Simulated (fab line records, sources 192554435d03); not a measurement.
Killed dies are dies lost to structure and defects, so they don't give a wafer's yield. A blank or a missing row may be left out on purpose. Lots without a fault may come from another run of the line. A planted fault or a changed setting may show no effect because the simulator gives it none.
Chamber matching | flow n5_finfet | N5_BEOL_M10_ILD_DEP_00 on pecvd-01: 3 sister chambers
The step deposits SiCOH lowk from DEMS/porogen, target thk 308.51 nm, time 58 s. 16 wafers are shown with their chamber, then 8 later ones without.

WAFERS WITH THEIR CHAMBER
wafer  | chamber | throttle_valve_pct (%) | heater_power_w (W) | showerhead_plenum_p_Torr (Torr)
L074.2 | 1       | 14.0                   | 236                | 5.737
L074.3 | 2       | 13.8                   | 258                | 5.722
L074.4 | 1       | 13.9                   | 237                | 5.736
L076.1 | 2       | 13.7                   | 239                | 5.723
L076.2 | 0       | 15.2                   | 294                | 5.730
L076.5 | 2       | 13.9                   | 252                | 5.732
L080.2 | 2       | 13.9                   | 250                | 5.732
L080.4 | 0       | 15.1                   | 280                | 5.731
L080.5 | 1       | 13.8                   | 208                | 5.731
L082.1 | 1       | 13.6                   | 201                | 5.729
L082.3 | 0       | 15.0                   | 273                | 5.736
L082.6 | 2       | 14.0                   | 283                | 5.732
L086.1 | 1       | 14.1                   | 211                | 5.738
L086.3 | 2       | 14.1                   | 267                | 5.724
L086.4 | 2       | 13.9                   | 284                | 5.728
L090.1 | 2       | 14.1                   | 255                | 5.718

SIGNATURES (means of the wafers above)
reading                  | chamber 0 | chamber 1 | chamber 2 | scatter within a chamber
throttle_valve_pct       | 15.100    | 13.880    | 13.925    | 0.153
heater_power_w           | 282.33    | 218.60    | 261.00    | 15.5
showerhead_plenum_p_Torr | 5.73233   | 5.73420   | 5.72637   | 0.0047
Rule: a wafer's distance from a chamber is the root of the sum, over the readings, of the square of ((its reading less the chamber's mean) divided by the reading's scatter). The wafer belongs to the nearest chamber; if the next one is less than 2 further off, it can't be placed. The scatter: the root of (the sum of the squares of (reading less its chamber's mean) over the shown wafers, divided by (wafers less chambers)).

WAFERS WITHOUT THEIR CHAMBER
wafer  | throttle_valve_pct (%) | heater_power_w (W) | showerhead_plenum_p_Torr (Torr)
L090.2 | 13.9                   | 196                | 5.713
L090.3 | 14.9                   | 289                | 5.737
L091.2 | 13.9                   | 245                | 5.727
L091.4 | 14.1                   | 259                | 5.712
L091.5 | 14.6                   | 296                | 5.722
L093.1 | 15.2                   | 273                | 5.729
L093.3 | 13.8                   | 273                | 5.735
L093.5 | 14.0                   | 277                | 5.721

WHICH CHAMBER EACH WENT THROUGH
wafer  | from the rows above     | in truth
L090.2 | can't be placed: 1 or 2 | 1
L090.3 | 0                       | 0
L091.2 | can't be placed: 2 or 1 | 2
L091.4 | 2                       | 2
L091.5 | can't be placed: 0 or 2 | 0
L093.1 | 0                       | 0
L093.3 | can't be placed: 2 or 1 | 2
L093.5 | 2                       | 2
Placed correctly: 4 of 8. Can't be placed from these rows: 4 (the true chamber is among the candidates in 4). Placed wrongly: 0.
